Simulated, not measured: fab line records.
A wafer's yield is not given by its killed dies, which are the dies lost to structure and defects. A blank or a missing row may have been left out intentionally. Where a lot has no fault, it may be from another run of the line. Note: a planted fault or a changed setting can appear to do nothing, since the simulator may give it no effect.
Chamber matching | flow nandHarc | NHARC_A_CONTACT_DEP_24 on pecvd-02: 3 sister chambers
The step deposits SiO2, target thk 500 nm. 6 wafers are shown with their chamber, then 9 later ones without.

WAFERS, EACH WITH ITS CHAMBER
wafer  | chamber | throttleValvePct (%) | heaterPowerW (W)
L074.3 | 0       | 15.7                 | 440
L074.4 | 0       | 15.6                 | 449
L088.1 | 2       | 16.2                 | 505
L087.1 | 1       | 14.7                 | 468
L087.4 | 1       | 15.0                 | 526
L087.6 | 2       | 16.5                 | 442

WAFERS WITH NO CHAMBER GIVEN
wafer  | throttleValvePct (%) | heaterPowerW (W)
L093.2 | 15.1                 | 599
L093.4 | 16.5                 | 501
L093.5 | 15.9                 | 452
L097.1 | 15.0                 | 482
L097.2 | 16.1                 | 496
L097.5 | 16.1                 | 518
L096.1 | 16.7                 | 518
L096.3 | 15.9                 | 498
L096.6 | 15.2                 | 461

CHAMBER TAKEN BY EACH
wafer  | from the rows above     | in truth
L093.2 | 1                       | 1
L093.4 | 2                       | 2
L093.5 | can't be placed: 0 or 2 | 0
L097.1 | 1                       | 1
L097.2 | can't be placed: 2 or 0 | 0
L097.5 | can't be placed: 2 or 0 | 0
L096.1 | 2                       | 2
L096.3 | can't be placed: 0 or 2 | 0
L096.6 | can't be placed: 1 or 0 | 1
Correct placement for 4 of the 9. Unplaceable from these rows: 5, with the true chamber sitting among the candidates in 5. Placed wrongly: 0.
How it was worked out, from the rows above alone: a wafer's distance from a chamber is the root of the sum, over the readings, of the square of ((its reading less the chamber's mean) divided by the reading's scatter). If the next closest chamber is less than 2 further off than the closest, the wafer can't be placed; otherwise it belongs to the closest. For every chamber, the mean is computed from those of its wafers that are shown. How the scatter is found: for the shown wafers, subtract from each reading the mean of its chamber, square and add these, divide the total by (wafers less chambers), then take the root.
